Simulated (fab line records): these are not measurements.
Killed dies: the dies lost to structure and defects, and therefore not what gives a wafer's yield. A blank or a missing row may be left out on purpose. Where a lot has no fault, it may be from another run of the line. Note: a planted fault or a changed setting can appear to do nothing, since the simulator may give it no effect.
Matching of chambers :: flow n5-finfet :: N5_BEOL_M10_STRIP_67 on rie-diel-03: 4 sister chambers
The step strips in CF4. 18 wafers are shown with their chamber, then 9 later ones without.

## WAFERS, EACH WITH ITS CHAMBER
wafer: L074.4
chamber: 2
showerhead-plenum-p-Torr (Torr): 1.83
drypump-motor-current-A (A): 5.6
throttle-valve-pct (%): 13.20

wafer: L074.5
chamber: 0
showerhead-plenum-p-Torr (Torr): 1.87
drypump-motor-current-A (A): 5.4
throttle-valve-pct (%): 13.10

wafer: L074.6
chamber: 3
showerhead-plenum-p-Torr (Torr): 1.79
drypump-motor-current-A (A): 6.0
throttle-valve-pct (%): 13.39

wafer: L077.1
chamber: 2
showerhead-plenum-p-Torr (Torr): 1.83
drypump-motor-current-A (A): 5.6
throttle-valve-pct (%): 13.20

wafer: L077.2
chamber: 3
showerhead-plenum-p-Torr (Torr): 1.79
drypump-motor-current-A (A): 6.0
throttle-valve-pct (%): 13.40

wafer: L077.5
chamber: 3
showerhead-plenum-p-Torr (Torr): 1.79
drypump-motor-current-A (A): 6.0
throttle-valve-pct (%): 13.40

wafer: L081.2
chamber: 0
showerhead-plenum-p-Torr (Torr): 1.87
drypump-motor-current-A (A): 5.5
throttle-valve-pct (%): 13.15

wafer: L081.4
chamber: 3
showerhead-plenum-p-Torr (Torr): 1.79
drypump-motor-current-A (A): 6.0
throttle-valve-pct (%): 13.43

wafer: L081.5
chamber: 0
showerhead-plenum-p-Torr (Torr): 1.87
drypump-motor-current-A (A): 5.5
throttle-valve-pct (%): 13.15

wafer: L083.1
chamber: 3
showerhead-plenum-p-Torr (Torr): 1.79
drypump-motor-current-A (A): 6.0
throttle-valve-pct (%): 13.46

wafer: L083.3
chamber: 1
showerhead-plenum-p-Torr (Torr): 1.83
drypump-motor-current-A (A): 6.2
throttle-valve-pct (%): 13.42

wafer: L083.4
chamber: 0
showerhead-plenum-p-Torr (Torr): 1.87
drypump-motor-current-A (A): 5.4
throttle-valve-pct (%): 13.14

wafer: L086.3
chamber: 3
showerhead-plenum-p-Torr (Torr): 1.79
drypump-motor-current-A (A): 6.0
throttle-valve-pct (%): 13.44

wafer: L086.4
chamber: 0
showerhead-plenum-p-Torr (Torr): 1.87
drypump-motor-current-A (A): 5.4
throttle-valve-pct (%): 13.14

wafer: L086.5
chamber: 1
showerhead-plenum-p-Torr (Torr): 1.83
drypump-motor-current-A (A): 6.1
throttle-valve-pct (%): 13.42

wafer: L089.2
chamber: 1
showerhead-plenum-p-Torr (Torr): 1.82
drypump-motor-current-A (A): 6.1
throttle-valve-pct (%): 13.43

wafer: L089.3
chamber: 0
showerhead-plenum-p-Torr (Torr): 1.87
drypump-motor-current-A (A): 5.5
throttle-valve-pct (%): 13.18

wafer: L089.5
chamber: 0
showerhead-plenum-p-Torr (Torr): 1.87
drypump-motor-current-A (A): 5.5
throttle-valve-pct (%): 13.18

SIGNATURES (averages over the wafers above)
reading: showerhead-plenum-p-Torr
chamber 0: 1.8700
chamber 1: 1.8267
chamber 2: 1.8300
chamber 3: 1.7900
scatter within a chamber: 0.00218

reading: drypump-motor-current-A
chamber 0: 5.457
chamber 1: 6.133
chamber 2: 5.600
chamber 3: 6.000
scatter within a chamber: 0.0412

reading: throttle-valve-pct
chamber 0: 13.1486
chamber 1: 13.4233
chamber 2: 13.2000
chamber 3: 13.4200
scatter within a chamber: 0.0244
Rule: a wafer's distance from a chamber is the root of the sum, over the readings, of the square of ((its reading less the chamber's mean) divided by the reading's scatter). The wafer belongs to the nearest chamber; if the next one is less than 2 further off, it can't be placed. How the scatter is found: for the shown wafers, subtract from each reading the mean of its chamber, square and add these, divide the total by (wafers less chambers), then take the root.

## WAFERS MISSING THEIR CHAMBER
wafer: L091.1
showerhead-plenum-p-Torr (Torr): 1.78
drypump-motor-current-A (A): 6.0
throttle-valve-pct (%): 13.47

wafer: L091.2
showerhead-plenum-p-Torr (Torr): 1.82
drypump-motor-current-A (A): 6.1
throttle-valve-pct (%): 13.45

wafer: L091.3
showerhead-plenum-p-Torr (Torr): 1.86
drypump-motor-current-A (A): 5.4
throttle-valve-pct (%): 13.20

wafer: L093.2
showerhead-plenum-p-Torr (Torr): 1.78
drypump-motor-current-A (A): 6.0
throttle-valve-pct (%): 13.50

wafer: L093.3
showerhead-plenum-p-Torr (Torr): 1.86
drypump-motor-current-A (A): 5.4
throttle-valve-pct (%): 13.19

wafer: L093.4
showerhead-plenum-p-Torr (Torr): 1.82
drypump-motor-current-A (A): 6.1
throttle-valve-pct (%): 13.45

wafer: L096.1
showerhead-plenum-p-Torr (Torr): 1.86
drypump-motor-current-A (A): 5.4
throttle-valve-pct (%): 13.22

wafer: L096.2
showerhead-plenum-p-Torr (Torr): 1.81
drypump-motor-current-A (A): 5.6
throttle-valve-pct (%): 13.34

wafer: L096.4
showerhead-plenum-p-Torr (Torr): 1.78
drypump-motor-current-A (A): 6.0
throttle-valve-pct (%): 13.51

## EACH ONE'S CHAMBER
wafer: L091.1
from the rows above: 3
in truth: 3

wafer: L091.2
from the rows above: 1
in truth: 1

wafer: L091.3
from the rows above: 0
in truth: 0

wafer: L093.2
from the rows above: 3
in truth: 3

wafer: L093.3
from the rows above: 0
in truth: 0

wafer: L093.4
from the rows above: 1
in truth: 1

wafer: L096.1
from the rows above: 0
in truth: 0

wafer: L096.2
from the rows above: 2
in truth: 2

wafer: L096.4
from the rows above: 3
in truth: 3
9 of 9 placed correctly. From these rows, 0 cannot be placed. Number placed wrongly: 0.
